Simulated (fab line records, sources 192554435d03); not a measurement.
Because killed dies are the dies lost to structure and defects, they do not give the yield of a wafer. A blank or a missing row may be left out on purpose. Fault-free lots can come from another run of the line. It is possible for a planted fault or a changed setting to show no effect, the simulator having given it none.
Split-lot experiment | flow n5Finfet | 21 wafers read across 7 lots, on a route 1938 steps long

THE SPLIT ITSELF
At N5_BEOL_M6_COAT_63 (time 60 s, resist thk 60 nm), the setting spinRpm was moved away from the recipe's 1500 rpm on 7 of the 21 wafers read, by -7.5% to +5.3%. The other wafers ran this setting at the recipe's value.

FROM THE SPLIT TO THE READING: what the file shows between them, 9 steps
- N5_BEOL_M6_COAT_22: resist thk 30 nm (also split here: spinRpm)
- N5_BEOL_M6_EBR_24
- N5_BEOL_M6_SOFTBAKE_23: time 60 s
- N5_BEOL_M6_DESCUM_33: chemistry O2, time 7 s
- N5_BEOL_M6_ETCH_72: etches underlayer in N2/H2, target depth 6.5 nm, time 5.2 s
- N5_BEOL_M6_ETCH_65: etches SiARC in CF4, target depth 15.6 nm, time 26 s
- N5_BEOL_M6_ETCH_66: etches SOC in N2/H2, target depth 80 nm, overetch 16 nm, time 120 s
- N5_BEOL_M6_STRIP_69: strips in N2/H2
- N5_BEOL_M6_STRIP_73: strips in N2/H2

THE READING
SOC_of_BEOL_M6_COAT_63.thkNm (the simulator's own value, which no gauge read), in nm, at N5_BEOL_M6_VIA_ETCH_34 (etches SiCOH lowk in C4F6/O2, target depth 126.3 nm, time 50.9 s). The file does not state a usual value for it. Average 54.0 nm, standard deviation 0.27 nm, over the 14 wafers here run with the recipe.

wafer  | tool, chamber at the split | spinRpm as run, rpm | against the recipe | SOC_of_BEOL_M6_COAT_63.thkNm, nm | against lot-mates on the recipe
L075.1 | lithoTrack-05, 0           | 1500                | recipe             | 53.8                             | -
L075.2 | lithoTrack-05, 0           | 1580                | +5.3%              | 52.6                             | -1.2
L075.4 | lithoTrack-05, 0           | 1580                | +5.3%              | 52.2                             | -1.6
L080.3 | lithoTrack-01, 0           | 1417                | -5.5%              | 55.8                             | +1.8
L080.6 | lithoTrack-01, 0           | 1417                | -5.5%              | 55.8                             | +1.8
L080.5 | lithoTrack-01, 0           | 1500                | recipe             | 54                               | -
L082.1 | lithoTrack-01, 0           | 1500                | recipe             | 54                               | -
L082.4 | lithoTrack-01, 0           | 1500                | recipe             | 54                               | -
L082.3 | lithoTrack-01, 0           | 1437                | -4.2%              | 55.6                             | +1.6
L084.2 | lithoTrack-01, 0           | 1500                | recipe             | 54.4                             | -
L084.4 | lithoTrack-01, 0           | 1500                | recipe             | 54.4                             | -
L084.3 | lithoTrack-01, 0           | 1500                | recipe             | 54.6                             | -
L091.1 | lithoTrack-01, 0           | 1500                | recipe             | 54                               | -
L091.3 | lithoTrack-01, 0           | 1500                | recipe             | 54.2                             | -
L091.6 | lithoTrack-01, 0           | 1387                | -7.5%              | 56.4                             | +2.3
L092.1 | lithoTrack-03, 0           | 1500                | recipe             | 53.6                             | -
L092.5 | lithoTrack-03, 0           | 1543                | +2.9%              | 52.8                             | -0.9
L092.6 | lithoTrack-03, 0           | 1500                | recipe             | 53.8                             | -
L095.3 | lithoTrack-03, 0           | 1500                | recipe             | 54.2                             | -
L095.4 | lithoTrack-03, 0           | 1500                | recipe             | 53.8                             | -
L095.6 | lithoTrack-03, 0           | 1500                | recipe             | 53.8                             | -

THE FIT
A straight line over all 21 wafers: SOC_of_BEOL_M6_COAT_63.thkNm changes by -0.323 nm for each +1% of spinRpm; r = -0.97; the points scatter about the line by 0.26 nm.
The same after taking each lot's own level away (the mean of its wafers on the recipe; 21 wafers): -0.304 nm for each +1%; r = -0.99; scatter 0.15 nm.
According to that fit, moving spinRpm by its largest amount changes the reading by 2.3 nm.
Measured against the standard deviation above, the lots' own levels, which go from 53.70 to 54.47 nm, span 2.8 times it.
Hence the lot-to-lot level has little effect on the slope; both slopes agree.
Check: with one of the wafers moved furthest among these (-7.5%) left out of the fit, the line predicts +2.35 nm for it against its lot-mates. Against them it came out at +2.3 nm.

THE OTHER SPLITS THESE WAFERS WENT THROUGH
Other splits were also applied to these wafers ahead of the reading. Each is held against what the fit with the lots' levels taken away leaves over:
other split on the same wafers | wafers away from the commonest value | r with SOC_of_BEOL_M6_COAT_63.thkNm (lot level and that fit taken away)
N5_BEOL_M3_EXPOSE_25 doseMj    | 4                                    | -0.18
N5_BEOL_M3_DEP_57 timeS        | 6                                    | +0.16
N5_BEOL_M5_EXPOSE_25 doseMj    | 7                                    | +0.04
N5_BEOL_M6_COAT_22 spinRpm     | 4                                    | +0.28

THE WHOLE CHAIN: every reading that the file lists as answering this split, in the file's order
step                   | what it does                                                        | reading                                                                       | change (the file's fit)               | r (the file's)
N5_BEOL_M6_COAT_63     | time 60 s, resist thk 60 nm                                         | SOC_of_BEOL_M6_COAT_63.thkNm (the simulator's own value, which no gauge read) | -0.3 nm for each +1% of the setting   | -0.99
N5_BEOL_M6_ETCH_66     | etches SOC in N2/H2, target depth 80 nm, overetch 16 nm, time 120 s | etch.depthNm (the simulator's own value, which no gauge read)                 | -0.299 nm for each +1% of the setting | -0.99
N5_BEOL_M6_VIA_ETCH_34 | etches SiCOH lowk in C4F6/O2, target depth 126.3 nm, time 50.9 s    | SOC_of_BEOL_M6_COAT_63.thkNm (the simulator's own value, which no gauge read) | -0.311 nm for each +1% of the setting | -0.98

THE FILE'S OWN FIT
SOC_of_BEOL_M6_COAT_63.thkNm changes by -0.311 nm for each +1% of spinRpm, r = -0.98.
